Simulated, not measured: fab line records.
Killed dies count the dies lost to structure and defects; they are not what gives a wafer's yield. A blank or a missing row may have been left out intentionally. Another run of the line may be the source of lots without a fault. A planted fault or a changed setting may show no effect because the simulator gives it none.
fab line records	flow nandHarc
record lots=24	wafers=72	lastDay=33
route steps=1302 shown A_STAIRCASE@750
lots untouched by any fault: they come from a run of this same line in which no faults occurred
startH: start of the lot's first displayed wafer, in hours after the record's first day	waitH: hours since the lot's step before	" as in the row above	L1.1+2: a single row standing in for several wafers	- either no value or no given start	* or withheld: withheld	< > ~ a bound
route shown NAME@n: NAME is a module with steps in the file, n the number in the route of the first one	usual: mean/standard deviation of fault-free wafers	same: alike in all rows	chamber/n: place in a boat	sites: per-site readings	_std_site: the standard deviation of these	_edge_site: inner sites' mean taken away from outer sites' mean	radiusMm: for every site, how far away it sits from the centre of the wafer	mask NAME#n: copy n	behind: tool/chamber where the wafer was last shaped	hold: what put the lot on hold/how long, in hours/how the hold closed	device: transistor that didn't switch, given as n, p or np	end of line: the tests these same wafers got at the end of their route	step lacking rows: just its recipe	killed: at the first sort, the dies lost to defects and structure; wafer yield is something else	map: a wafer's dies, marking killed ones x, the rest . and places with no die _
set.NAME: the setting the step ran with; set.NAME@STEP: the setting that earlier step ran with	model.NAME: the simulator's own value behind a step, which no gauge read
a sample of lots followed through the steps of the route, with each step as a table and each wafer as a row
services: when a tool's chamber went out of use (startH, in hours from the record's first day, below 0 if earlier), for how many hours, and the reason
## steps
# step NHARC_A_STAIRCASE_ETCH_236
# recipe targetDepthA=1000	timeS=40.5	ionEnergyEv=400	c4f8FlowSccm=20	o2FlowSccm=10	arFlowSccm=withheld	rfW=600	biasW=1000	chemistry=C4F8/O2
# usual oesProductAu=0.944/0.01	rfVppV=897/5.5
lot.wafer	tool	chamber	startH	waitH	oesProductAu	rfHoursCounterH	rfVppV
L074.1	rieDiel-09	1	-	-	0.925	13	903
L074.5	"	3	"	"	0.956	-	895
L074.6	"	0	"	"	0.943	-	901
L075.2	rieDiel-09	1	-	-	0.950	14	903
L075.3	"	2	"	"	0.948	14	895
L075.6	"	2	"	"	0.950	-	894
L076.2	rieDiel-06	0	-	-	0.933	28	896
L076.4	"	2	"	"	0.942	32	903
L076.6	"	1	"	"	0.939	-	889
L078.4	rieDiel-06	3	-	-	0.942	31	897
L078.1	"	1	"	"	0.949	30	890
L078.5	"	2	"	"	0.944	-	904
L077.1	rieDiel-06	3	-	-	0.928	34	899
L077.6	"	0	"	"	0.961	-	897
L077.5	"	1	"	"	0.951	-	888
L080.2	rieDiel-02	0	-	-	0.935	1	891
L080.1	"	1	"	"	0.944	0	889
L080.6	"	3	"	"	0.931	-	907
L079.1	rieDiel-02	3	-	-	0.961	2	906
L079.3	"	0	"	"	0.950	2	892
L079.6	"	3	"	"	0.960	-	906
L082.2	rieDiel-02	3	-	-	0.945	9	908
L082.1	"	0	"	"	0.933	9	891
L082.3	"	2	"	"	0.949	9	900
L081.3	rieDiel-02	2	-	-	0.943	9	897
L081.1	"	0	"	"	0.939	9	892
L081.4	"	1	"	"	0.932	8	888
L083.3	rieDiel-09	0	-	-	0.965	44	901
L083.4	"	2	"	"	0.937	43	893
L083.5	"	0	"	"	0.957	-	898
L084.2	rieDiel-02	3	-	-	0.956	19	904
L084.3	"	1	"	"	0.963	21	890
L084.6	"	3	"	"	0.947	-	906
L085.4	rieDiel-06	2	-	-	0.951	56	905
L085.1	"	1	"	"	0.945	53	889
L085.6	"	3	"	"	0.946	-	898
L086.1	rieDiel-06	1	-	-	0.942	58	889
L086.4	"	2	"	"	0.943	59	902
L086.5	"	2	"	"	0.936	-	903
L088.1	rieDiel-02	1	-	-	0.950	32	890
L088.6	"	1	"	"	0.951	-	890
L088.5	"	2	"	"	0.952	-	898
L089.3	rieDiel-06	0	-	-	0.936	5	894
L089.4	"	1	"	"	0.934	8	889
L089.5	"	0	"	"	0.929	-	895
L090.1	rieDiel-02	0	-	-	0.936	32	889
L090.5	"	1	"	"	0.942	-	890
L090.6	"	2	"	"	0.950	-	897
L087.2	rieDiel-02	0	-	-	0.944	32	891
L087.4	"	1	"	"	0.946	34	888
L087.5	"	0	"	"	0.950	-	892
L091.3	rieDiel-02	2	-	-	0.954	44	899
L091.4	"	0	"	"	0.926	40	889
L091.1	"	1	"	"	0.955	43	888
L092.4	rieDiel-09	1	-	-	0.944	12	903
L092.1	"	2	"	"	0.934	8	893
L092.2	"	3	"	"	0.936	15	895
L093.2	rieDiel-09	3	-	-	0.951	16	895
L093.3	"	1	"	"	0.943	13	904
L093.4	"	2	"	"	0.948	9	892
L094.3	rieDiel-06	3	-	-	0.945	24	897
L094.5	"	2	"	"	0.938	-	902
L094.6	"	3	"	"	0.944	-	896
L096.4	rieDiel-06	2	-	-	0.939	32	902
L096.6	"	1	"	"	0.946	-	888
L096.5	"	2	"	"	0.946	-	902
L095.4	rieDiel-09	2	-	-	0.919	20	893
L095.1	"	3	"	"	0.935	28	895
L095.3	"	1	"	"	0.917	25	903
L097.4	rieDiel-09	2	-	-	0.941	21	895
L097.1	"	3	"	"	0.941	30	893
L097.6	"	3	"	"	0.943	-	895
# step NHARC_A_STAIRCASE_STRIP_254
# recipe powerW=1500	tempC=250	chemistry=O2
# usual drypumpMotorCurrentA=5.9/0.63	heaterPowerW=362/40
lot.wafer	tool	chamber	startH	waitH	drypumpMotorCurrentA	heaterPowerW	rfHoursCounterH
L074.1	plasmaAsher-01	0	368.38	-	5.5	363	3
L074.6	"	0	"	"	5.6	366	-
L074.5	"	1	"	"	6.1	417	-
L075.2	plasmaAsher-02	1	374.86	-	6.6	407	23
L075.3	"	0	"	"	5.2	308	-
L075.6	"	1	"	"	6.6	413	-
L076.2	plasmaAsher-02	1	394.94	-	6.7	411	27
L076.4	"	0	"	"	5.2	308	-
L076.6	"	1	"	"	6.6	400	-
L078.1	plasmaAsher-02	0	398.01	-	5.2	308	29
L078.4	"	1	"	"	6.6	413	-
L078.5	"	1	"	"	6.6	402	-
L077.1	plasmaAsher-02	0	404.50	-	5.2	301	30
L077.6	"	1	"	"	6.6	395	-
L077.5	"	0	"	"	5.2	307	-
L080.1	plasmaAsher-02	1	409.85	-	6.6	413	32
L080.2	"	0	"	"	5.2	307	32
L080.6	"	0	"	"	5.2	304	-
L079.1	plasmaAsher-02	1	411.12	-	6.7	407	32
L079.3	"	1	"	"	6.7	405	-
L079.6	"	0	"	"	5.2	310	-
L082.2	plasmaAsher-01	1	437.17	-	6.2	402	18
L082.1	"	0	"	"	5.5	367	18
L082.3	"	0	"	"	5.5	361	-
L081.1	plasmaAsher-01	1	437.49	-	6.1	408	19
L081.4	"	0	"	"	5.5	351	-
L081.3	"	1	"	"	6.1	409	-
L083.3	plasmaAsher-02	0	451.06	-	5.2	324	-
L083.4	"	1	"	"	6.7	378	-
L083.5	"	0	"	"	5.2	313	-
L084.2	plasmaAsher-02	1	473.59	-	6.6	383	7
L084.3	"	1	"	"	6.6	383	-
L084.6	"	1	"	"	6.6	373	-
L085.1	plasmaAsher-01	0	473.61	-	5.5	359	27
L085.4	"	0	"	"	5.5	377	-
L085.6	"	1	"	"	6.2	407	-
L086.1	plasmaAsher-02	1	477.36	-	6.7	379	8
L086.4	"	1	"	"	6.7	385	-
L086.5	"	1	"	"	6.7	378	-
L088.1	plasmaAsher-02	0	506.71	-	5.2	313	13
L088.6	"	0	"	"	5.2	306	-
L088.5	"	1	"	"	6.6	379	-
L089.4	plasmaAsher-02	0	510.96	-	5.2	321	-
L089.3	"	1	"	"	6.7	384	-
L089.5	"	1	"	"	6.6	392	-
L090.1	plasmaAsher-02	1	513.69	-	6.6	379	15
L090.5	"	1	"	"	6.6	374	-
L090.6	"	0	"	"	5.2	318	-
L087.2	plasmaAsher-02	1	514.98	-	6.6	383	15
L087.4	"	1	"	"	6.6	384	-
L087.5	"	0	"	"	5.2	313	-
L091.1	plasmaAsher-01	1	542.39	-	6.2	427	4
L091.4	"	1	"	"	6.2	419	-
L091.3	"	0	"	"	5.5	354	-
L092.1	plasmaAsher-02	1	544.06	-	6.6	380	21
L092.2	"	0	"	"	5.2	308	21
L092.4	"	0	"	"	5.2	323	-
L093.2	plasmaAsher-02	1	549.17	-	6.6	375	21
L093.4	"	0	"	"	5.2	312	-
L093.3	"	1	"	"	6.6	377	-
L094.3	plasmaAsher-02	1	573.39	-	6.6	377	-
L094.6	"	1	"	"	6.7	387	-
L094.5	"	0	"	"	5.2	323	-
L096.4	plasmaAsher-01	0	581.79	-	5.5	355	-
L096.6	"	1	"	"	6.1	423	-
L096.5	"	0	"	"	5.5	357	-
L095.1	plasmaAsher-01	1	582.45	-	6.1	419	12
L095.4	"	1	"	"	6.1	416	-
L095.3	"	0	"	"	5.5	357	-
L097.1	plasmaAsher-02	0	595.66	-	5.2	317	30
L097.4	"	0	"	"	5.2	324	-
L097.6	"	0	"	"	5.2	324	-
# step NHARC_A_STAIRCASE_DEP_259
# recipe targetThkA=300	targetThkNm=30	tempC=400	pressureTorr=3.5	flowSccm=200	rfW=350	material=SiON
# usual heaterPowerOuterW=467/48	heaterPowerW=771/64
lot.wafer	tool	chamber	startH	waitH	heaterPowerOuterW	heaterPowerW
L074.1	pecvd-02	0	376.00	1.6	539	794
L074.5	"	0	"	"	546	781
L074.6	"	2	"	"	418	730
L075.2	pecvd-04	1	377.82	1.3	450	738
L075.3	"	0	"	"	400	676
L075.6	"	0	"	"	406	695
L076.2	pecvd-04	2	397.56	1.3	457	822
L076.6	"	2	"	"	485	809
L076.4	"	0	"	"	434	723
L078.1	pecvd-03	2	401.55	1.6	541	845
L078.5	"	0	"	"	415	720
L078.4	"	1	"	"	429	710
L077.1	pecvd-02	1	409.16	1.6	441	724
L077.5	"	0	"	"	511	744
L077.6	"	2	"	"	405	696
L080.2	pecvd-02	0	418.33	1.3	435	645
L080.1	"	1	"	"	492	781
L080.6	"	0	"	"	437	646
L079.3	pecvd-03	2	418.39	1.0	476	754
L079.1	"	0	"	"	496	828
L079.6	"	2	"	"	476	767
L082.3	pecvd-04	0	442.52	1.0	482	785
L082.1	"	1	"	"	411	686
L082.2	"	2	"	"	542	892
L081.1	pecvd-04	2	442.97	1.6	551	940
L081.3	"	1	"	"	485	787
L081.4	"	0	"	"	448	776
L083.3	pecvd-03	1	453.71	1.0	493	770
L083.5	"	0	"	"	508	827
L083.4	"	2	"	"	572	870
L084.3	pecvd-03	0	476.25	1.0	407	738
L084.2	"	1	"	"	414	675
L084.6	"	1	"	"	409	673
L085.1	pecvd-04	2	476.30	1.6	439	776
L085.6	"	0	"	"	426	738
L085.4	"	2	"	"	445	777
L086.1	pecvd-02	0	480.29	1.6	530	752
L086.5	"	1	"	"	452	701
L086.4	"	2	"	"	421	737
L088.1	pecvd-04	2	509.41	1.6	472	806
L088.5	"	1	"	"	447	719
L088.6	"	0	"	"	491	822
L089.3	pecvd-04	1	514.79	1.0	533	850
L089.5	"	2	"	"	441	804
L089.4	"	0	"	"	516	861
L090.1	pecvd-04	0	518.45	1.6	508	836
L090.6	"	1	"	"	497	796
L090.5	"	0	"	"	507	832
L087.2	pecvd-03	2	520.33	1.3	573	870
L087.4	"	1	"	"	421	703
L087.5	"	2	"	"	557	902
L091.3	pecvd-03	2	545.06	0.9	533	854
L091.1	"	1	"	"	381	649
L091.4	"	2	"	"	548	841
L092.1	pecvd-02	1	546.79	1.6	421	687
L092.2	"	2	"	"	369	663
L092.4	"	2	"	"	363	677
L093.3	pecvd-02	0	557.40	0.9	505	749
L093.2	"	1	"	"	415	715
L093.4	"	2	"	"	462	792
L094.3	pecvd-04	2	576.06	0.9	379	701
L094.6	"	2	"	"	375	699
L094.5	"	1	"	"	475	781
L096.5	pecvd-04	2	584.71	0.4	402	741
L096.6	"	0	"	"	413	712
L096.4	"	1	"	"	520	816
L095.1	pecvd-04	1	585.12	1.5	534	818
L095.3	"	0	"	"	471	798
L095.4	"	0	"	"	482	803
L097.1	pecvd-04	2	598.37	1.6	468	781
L097.6	"	2	"	"	469	839
L097.4	"	1	"	"	426	695
# step NHARC_A_STAIRCASE_HM_DEP_462
# recipe targetThkA=8000	tempC=400	material=aC
# usual throttleValvePct=35.001/0.009
lot.wafer	tool	chamber	startH	waitH	throttleValvePct
L074.1	aclDep-01	0	385.16	0.1	35.003
L074.5	"	0	386.39	1.3	34.987
L074.6	"	0	"	"	34.998
L075.2	aclDep-02	0	387.83	1.0	34.992
L075.3	"	0	"	"	34.995
L075.6	"	0	"	"	35.006
L076.2	aclDep-01	0	409.42	2.4	34.992
L076.4	"	0	"	"	34.994
L076.6	"	0	"	"	35.015
L078.1	aclDep-03	0	418.31	4.8	35.001
L078.4	"	0	"	"	34.994
L078.5	"	0	"	"	34.997
L077.1	aclDep-01	0	424.81	1.5	35.000
L077.5	"	0	426.06	2.7	35.001
L077.6	"	0	"	"	34.990
L080.1	aclDep-01	0	428.58	1.2	35.009
L080.2	"	0	"	"	35.001
L080.6	"	0	430.09	2.7	35.003
L079.1	aclDep-01	0	431.04	1.9	35.002
L079.3	"	0	"	"	34.998
L079.6	"	0	"	"	35.004
L082.1	aclDep-01	0	451.60	0.1	34.985
L082.2	"	0	"	"	34.998
L082.3	"	0	"	"	35.005
L081.1	aclDep-02	0	451.95	0.1	35.014
L081.3	"	0	"	"	34.995
L081.4	"	0	"	"	35.009
L083.3	aclDep-01	0	466.16	0.7	35.005
L083.4	"	0	"	"	35.020
L083.5	"	0	"	"	34.984
L085.1	aclDep-02	0	485.34	0.1	35.003
L085.4	"	0	"	"	34.997
L085.6	"	0	"	"	35.014
L084.2	aclDep-02	0	488.53	0.5	34.993
L084.3	"	0	"	"	34.983
L084.6	"	0	"	"	35.001
L086.1	aclDep-01	0	494.05	4.7	35.012
L086.4	"	0	"	"	35.004
L086.5	"	0	"	"	34.998
L088.1	aclDep-01	0	521.38	1.7	34.991
L088.5	"	0	522.60	2.9	35.001
L088.6	"	0	"	"	35.021
L089.3	aclDep-03	0	525.54	0.7	34.985
L089.4	"	0	"	"	35.015
L089.5	"	0	"	"	35.001
L090.1	aclDep-02	0	530.63	2.6	34.994
L090.5	"	0	531.85	3.8	35.011
L090.6	"	0	"	"	35.011
L087.2	aclDep-03	0	533.54	4.2	35.003
L087.4	"	0	"	"	35.003
L087.5	"	0	"	"	34.996
L091.1	aclDep-03	0	560.92	2.0	35.013
L091.3	"	0	"	"	35.020
L091.4	"	0	"	"	35.010
L092.1	aclDep-03	0	564.61	2.4	35.009
L092.2	"	0	"	"	34.998
L092.4	"	0	"	"	34.998
L093.2	aclDep-03	0	568.66	1.0	35.006
L093.3	"	0	"	"	35.004
L093.4	"	0	"	"	34.999
L094.3	aclDep-03	0	591.45	5.5	35.018
L094.5	"	0	"	"	35.014
L094.6	"	0	"	"	34.996
L095.1	aclDep-03	0	598.24	0.1	35.009
L095.3	"	0	"	"	34.989
L095.4	"	0	"	"	35.010
L096.4	aclDep-02	0	598.78	1.0	34.993
L096.5	"	0	"	"	35.001
L096.6	"	0	"	"	34.999
L097.1	aclDep-01	0	611.04	1.1	34.986
L097.4	"	0	"	"	35.005
L097.6	"	0	"	"	35.005
# step NHARC_A_STAIRCASE_DEP_301
# recipe targetThkA=300	targetThkNm=30	tempC=400	pressureTorr=3.5	flowSccm=200	rfW=350	material=SiON
# usual heaterPowerOuterW=468/48	heaterPowerW=768/65
lot.wafer	tool	chamber	startH	waitH	heaterPowerOuterW	heaterPowerW
L074.1	pecvd-04	0	387.06	1.6	496	785
L074.5	"	2	"	"	539	925
L074.6	"	0	"	"	495	806
L075.3	pecvd-03	2	389.40	1.0	565	879
L075.2	"	1	"	"	432	704
L075.6	"	2	"	"	563	876
L076.2	pecvd-02	0	410.99	1.3	524	779
L076.4	"	0	"	"	535	778
L076.6	"	2	"	"	478	788
L078.1	pecvd-03	2	420.21	1.6	549	861
L078.4	"	0	"	"	472	844
L078.5	"	2	"	"	556	880
L077.1	pecvd-02	1	426.77	1.6	413	685
L077.5	"	0	"	"	559	779
L077.6	"	1	"	"	418	715
L080.2	pecvd-04	2	430.42	1.2	487	882
L080.1	"	1	"	"	413	667
L080.6	"	2	"	"	488	844
L079.3	pecvd-04	2	433.05	1.1	528	896
L079.1	"	0	"	"	453	765
L079.6	"	0	"	"	455	777
L082.2	pecvd-02	0	453.46	1.2	455	663
L082.1	"	1	"	"	404	667
L082.3	"	2	"	"	349	655
L081.1	pecvd-02	2	453.84	1.6	449	783
L081.3	"	0	"	"	491	716
L081.4	"	1	"	"	500	778
L083.3	pecvd-04	0	467.44	1.0	406	729
L083.4	"	0	"	"	419	720
L083.5	"	1	"	"	469	725
L085.1	pecvd-02	2	487.22	1.6	387	699
L085.4	"	0	"	"	516	743
L085.6	"	1	"	"	481	785
L084.3	pecvd-03	2	490.08	0.9	573	859
L084.2	"	1	"	"	485	782
L084.6	"	0	"	"	419	730
L086.1	pecvd-02	1	495.94	1.6	405	680
L086.5	"	1	"	"	405	678
L086.4	"	2	"	"	465	788
L088.1	pecvd-04	0	523.26	1.6	501	862
L088.6	"	2	"	"	368	689
L088.5	"	0	"	"	507	832
L089.3	pecvd-03	1	526.85	1.0	459	744
L089.4	"	2	"	"	541	837
L089.5	"	0	"	"	484	820
L090.1	pecvd-02	2	532.54	1.6	442	765
L090.5	"	0	"	"	508	768
L090.6	"	1	"	"	455	744
L087.2	pecvd-03	0	535.16	1.3	453	793
L087.5	"	2	"	"	464	751
L087.4	"	0	"	"	470	775
L091.3	pecvd-02	2	562.81	1.0	447	785
L091.1	"	0	"	"	498	740
L091.4	"	0	"	"	513	742
L092.2	pecvd-02	0	566.50	1.3	456	681
L092.1	"	2	"	"	410	732
L092.4	"	1	"	"	412	708
L093.3	pecvd-02	0	570.23	0.9	446	671
L093.2	"	2	"	"	441	761
L093.4	"	0	"	"	443	658
L094.3	pecvd-04	1	592.76	1.0	464	719
L094.6	"	0	"	"	478	822
L094.5	"	1	"	"	456	737
L096.5	pecvd-04	2	599.81	0.4	484	828
L096.6	"	0	"	"	518	867
L096.4	"	1	"	"	549	827
L095.3	pecvd-04	1	600.09	0.9	511	804
L095.1	"	2	"	"	438	771
L095.4	"	1	"	"	501	809
L097.1	pecvd-03	2	612.90	1.6	467	766
L097.6	"	2	"	"	484	767
L097.4	"	1	"	"	401	666
# step NHARC_A_STAIRCASE_DESCUM_312
# recipe timeS=3	o2FlowSccm=200	arFlowSccm=0	biasPowerW=0	chemistry=O2
# usual drypumpMotorCurrentA=5.6/0.3	oesProductAu=1.001/0.0066	rfVppV=57.8/0.94	showerheadPlenumPTorr=1.92/0.082	throttleValvePct=11.311/0.0095
lot.wafer	tool	chamber	startH	waitH	drypumpMotorCurrentA	oesProductAu	rfHoursCounterH	rfVppV	showerheadPlenumPTorr	throttleValvePct
L074.1	rieDiel-09	0	388.06	-	5.8	1.007	21	57.1	1.99	11.320
L074.6	"	1	"	"	5.7	1.000	-	56.5	2.04	11.312
L074.5	"	2	"	"	5.8	1.013	-	56.9	1.89	11.312
L075.3	rieDiel-02	2	391.16	-	5.7	1.005	55	57.9	1.95	11.294
L075.2	"	3	"	"	5.1	0.987	53	57.8	1.76	11.305
L075.6	"	2	"	"	5.7	0.997	-	58.8	1.95	11.327
L076.2	rieDiel-06	1	411.99	-	5.3	1.009	37	57.6	1.80	11.296
L076.4	"	2	"	"	5.8	0.998	40	60.1	2.03	11.313
L076.6	"	0	"	"	6.2	1.007	-	57.6	1.91	11.304
L078.1	rieDiel-02	3	421.19	-	5.1	0.996	4	58.6	2.08	11.304
L078.4	"	0	"	"	5.3	0.989	5	57.8	1.83	11.305
L078.5	"	2	"	"	5.7	0.999	-	59.2	1.95	11.302
L077.1	rieDiel-09	2	427.71	-	5.8	0.997	34	56.9	1.89	11.328
L077.6	"	3	"	"	5.2	0.999	-	58.8	1.91	11.299
L077.5	"	0	"	"	5.8	0.988	-	56.4	1.99	11.313
L080.1	rieDiel-06	2	431.28	-	5.7	1.003	45	58.6	2.03	11.314
L080.2	"	3	"	"	5.8	0.998	47	59.2	1.95	11.300
L080.6	"	1	"	"	5.3	1.019	-	56.8	1.80	11.298
L079.3	rieDiel-06	2	433.89	-	5.8	1.003	46	58.6	2.03	11.303
L079.1	"	3	"	"	5.8	1.005	47	58.8	1.95	11.315
L079.6	"	1	"	"	5.3	1.007	-	57.4	1.80	11.298
L082.3	rieDiel-09	2	454.44	-	5.7	1.001	44	56.7	1.88	11.341
L082.1	"	0	"	"	5.7	1.008	45	58.7	1.98	11.324
L082.2	"	1	"	"	5.7	0.994	40	57.4	2.03	11.303
L081.1	rieDiel-06	2	454.72	-	5.8	0.994	50	57.4	2.02	11.327
L081.3	"	3	"	"	5.8	0.994	51	56.1	1.95	11.332
L081.4	"	0	"	"	6.2	1.009	48	56.8	1.91	11.300
L083.4	rieDiel-09	3	468.41	-	5.2	1.003	53	58.3	1.91	11.319
L083.3	"	0	"	"	5.8	1.008	51	56.9	1.98	11.291
L083.5	"	3	"	"	5.2	1.002	-	59.0	1.91	11.313
L085.4	rieDiel-02	3	488.22	-	5.1	0.999	25	58.8	2.07	11.320
L085.1	"	0	"	"	5.2	0.992	25	59.1	1.82	11.313
L085.6	"	1	"	"	5.7	0.999	-	57.6	1.80	11.308
L084.2	rieDiel-09	2	491.07	-	5.7	1.006	57	57.6	1.88	11.314
L084.3	"	1	"	"	5.6	1.005	54	58.3	2.02	11.312
L084.6	"	3	"	"	5.2	1.008	-	57.3	1.90	11.316
L086.4	rieDiel-02	2	496.91	-	5.7	1.014	30	58.6	1.94	11.309
L086.1	"	0	"	"	5.2	0.998	26	57.6	1.82	11.318
L086.5	"	2	"	"	5.7	1.012	-	57.8	1.94	11.305
L088.1	rieDiel-06	1	524.14	-	5.3	0.998	14	57.0	1.79	11.315
L088.5	"	2	"	"	5.8	0.998	-	59.0	2.02	11.310
L088.6	"	3	"	"	5.8	1.007	-	59.6	1.94	11.314
L089.3	rieDiel-02	0	527.65	-	5.2	0.998	36	57.8	1.82	11.302
L089.4	"	3	"	"	5.1	0.998	35	57.2	2.06	11.308
L089.5	"	0	"	"	5.2	0.992	-	56.0	1.82	11.316
L090.1	rieDiel-06	0	533.47	-	6.2	0.993	13	57.8	1.90	11.305
L090.6	"	2	"	"	5.8	1.000	-	58.9	2.01	11.316
L090.5	"	3	"	"	5.8	1.012	-	59.3	1.94	11.287
L087.2	rieDiel-06	0	535.96	-	6.2	1.015	14	57.8	1.90	11.336
L087.4	"	3	"	"	5.8	1.012	14	57.9	1.94	11.306
L087.5	"	1	"	"	5.3	0.988	-	56.7	1.79	11.329
L091.1	rieDiel-06	3	563.76	-	5.8	1.001	21	59.2	1.94	11.305
L091.4	"	0	"	"	6.2	1.000	22	58.0	1.90	11.318
L091.3	"	2	"	"	5.8	0.995	25	56.9	2.01	11.300
L092.2	rieDiel-02	3	567.47	-	5.1	1.002	47	58.7	2.06	11.313
L092.4	"	0	"	"	5.2	0.992	49	56.4	1.82	11.307
L092.1	"	1	"	"	5.7	1.001	53	58.4	1.80	11.327
L093.3	rieDiel-06	3	571.10	-	5.8	1.006	24	57.6	1.94	11.303
L093.2	"	0	"	"	6.2	1.001	27	56.8	1.90	11.323
L093.4	"	1	"	"	5.3	1.008	33	57.1	1.78	11.305
L094.3	rieDiel-02	2	593.72	-	5.7	1.008	3	56.4	1.93	11.310
L094.6	"	1	"	"	5.7	1.002	-	58.2	1.79	11.304
L094.5	"	2	"	"	5.7	1.000	-	58.7	1.93	11.312
L096.4	rieDiel-09	0	600.58	-	5.8	1.005	30	58.0	1.97	11.305
L096.5	"	0	"	"	5.8	1.002	-	57.5	1.97	11.312
L096.6	"	1	"	"	5.7	0.998	-	59.8	2.01	11.315
L095.4	rieDiel-09	2	601.08	-	5.8	1.000	22	57.2	1.87	11.308
L095.1	"	3	"	"	5.2	0.999	31	57.0	1.89	11.309
L095.3	"	0	"	"	5.8	1.000	30	56.8	1.97	11.309
L097.4	rieDiel-09	1	613.90	-	5.7	0.988	31	59.1	2.01	11.317
L097.1	"	2	"	"	5.8	1.002	26	58.0	1.87	11.301
L097.6	"	0	"	"	5.8	1.006	-	58.0	1.97	11.303
## services
tool	chamber	startH	hours	kind
plasmaAsher-01	-	343.38	9.0	pm
rieDiel-02	3	365.74	8.2	repair
pecvd-03	-	366.40	13.0	pm
aclDep-01	-	370.97	13.0	pm
rieDiel-02	-	394.62	9.0	pm
plasmaAsher-02	-	428.53	9.0	pm
pecvd-02	-	431.69	13.0	pm
pecvd-04	-	450.00	13.0	pm
pecvd-02	-	450.17	0.5	repair
aclDep-03	-	480.00	13.0	pm
rieDiel-06	-	485.31	9.0	pm
pecvd-02	-	491.29	1.2	repair
pecvd-04	0	495.91	13.2	repair
rieDiel-09	-	497.99	9.0	pm
rieDiel-06	-	505.38	0.5	repair
pecvd-04	2	517.87	4.0	repair
rieDiel-09	2	528.34	13.0	repair
pecvd-03	-	547.69	13.0	pm
aclDep-01	-	552.41	13.0	pm
pecvd-03	0	568.05	28.5	repair
rieDiel-02	-	571.62	9.0	pm
rieDiel-02	1	588.48	1.6	repair
plasmaAsher-02	-	605.53	9.0	pm
pecvd-02	-	612.69	13.0	pm
## key
fault none
